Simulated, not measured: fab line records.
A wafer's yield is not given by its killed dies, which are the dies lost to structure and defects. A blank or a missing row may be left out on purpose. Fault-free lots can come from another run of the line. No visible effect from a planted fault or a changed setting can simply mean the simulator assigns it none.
Matching of chambers -- flow n5_finfet -- 4 sister chambers for N5_DUMMY_GATE_ETCH_23 on rie_si-02
The step etches poly-Si in HBr/Cl2/O2, target depth 41 nm, time 22.3 s. 8 wafers are shown with their chamber, then 11 later ones without.

EACH WAFER AND ITS CHAMBER
wafer,chamber,drypump_motor_current_A (A),throttle_valve_pct (%)
L086.4,2,5.2,37.0
L089.4,0,6.0,37.0
L089.5,3,6.1,37.1
L089.6,0,6.0,37.0
L090.1,3,6.1,37.2
L090.2,1,6.2,36.5
L090.3,2,5.2,37.0
L092.1,1,6.1,36.5

WAFERS WITH NO CHAMBER GIVEN
wafer,drypump_motor_current_A (A),throttle_valve_pct (%)
L092.4,6.1,37.2
L092.5,6.1,36.5
L095.2,6.1,37.2
L095.4,6.1,36.5
L095.5,6.1,37.1
L097.1,6.1,37.2
L097.2,6.0,37.0
L097.3,5.2,37.0
L097.4,6.2,36.5
L097.5,6.0,37.0
L097.6,6.1,37.1

WHICH CHAMBER EACH ONE RAN IN
wafer,from the rows above,in truth
L092.4,3,3
L092.5,1,1
L095.2,3,3
L095.4,1,1
L095.5,3,3
L097.1,3,3
L097.2,0,0
L097.3,2,2
L097.4,1,1
L097.5,0,0
L097.6,3,3
Correct placement for 11 of the 11. Not placeable from these rows: 0. Placed wrongly: 0.
How it was worked out, from the rows above alone: a wafer's distance from a chamber is the root of the sum, over the readings, of the square of ((its reading less the chamber's mean) divided by the reading's scatter). If the next closest chamber is less than 2 further off than the closest, the wafer can't be placed; otherwise it belongs to the closest. The mean given for a chamber averages the wafers shown for that chamber. The scatter: take each reading less its chamber's mean, square it, sum over the shown wafers, divide by the number of wafers less the number of chambers, and take the root.
